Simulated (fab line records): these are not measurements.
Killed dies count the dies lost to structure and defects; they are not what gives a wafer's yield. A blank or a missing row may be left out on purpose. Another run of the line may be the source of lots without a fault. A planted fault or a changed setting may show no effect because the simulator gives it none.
Chamber matching    flow n5_finfet    3 sister chambers for N5_BEOL_M2_PRE_CLEAN_60 on cvd_co-01
The step time 15 s. 3 wafers are shown with their chamber, then 12 later ones without.

## EACH WAFER AND ITS CHAMBER
wafer   chamber  heater_power_w (W)
L085.6  0        105
L087.3  1        70
L087.6  2        105

## WAFERS MISSING THEIR CHAMBER
wafer   heater_power_w (W)
L089.2  107
L089.4  106
L089.6  70
L091.1  104
L091.2  68
L091.4  104
L094.2  108
L094.3  69
L094.5  109
L096.4  69
L096.5  107
L096.6  108

## THE CHAMBER EACH PASSED THROUGH
wafer   from the rows above      in truth
L089.2  can't be placed: 0 or 2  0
L089.4  can't be placed: 0 or 2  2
L089.6  1                        1
L091.1  can't be placed: 0 or 2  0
L091.2  1                        1
L091.4  can't be placed: 0 or 2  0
L094.2  can't be placed: 0 or 2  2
L094.3  1                        1
L094.5  can't be placed: 0 or 2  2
L096.4  1                        1
L096.5  can't be placed: 0 or 2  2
L096.6  can't be placed: 0 or 2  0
Correctly placed: 4 of 12. Not placeable from these rows: 8 (in 8, the candidates include the true chamber). 0 placed wrongly.
How it was worked out, from the rows above alone: a wafer's distance from a chamber is the root of the sum, over the readings, of the square of ((its reading less the chamber's mean) divided by the reading's scatter). The wafer belongs to the nearest chamber; if the next one is less than 2 further off, it can't be placed. Each chamber's mean is taken over the wafers shown for it. The scatter: root of mean squared gap, hidden wafer to nearest shown wafer, with one shown wafer a chamber.
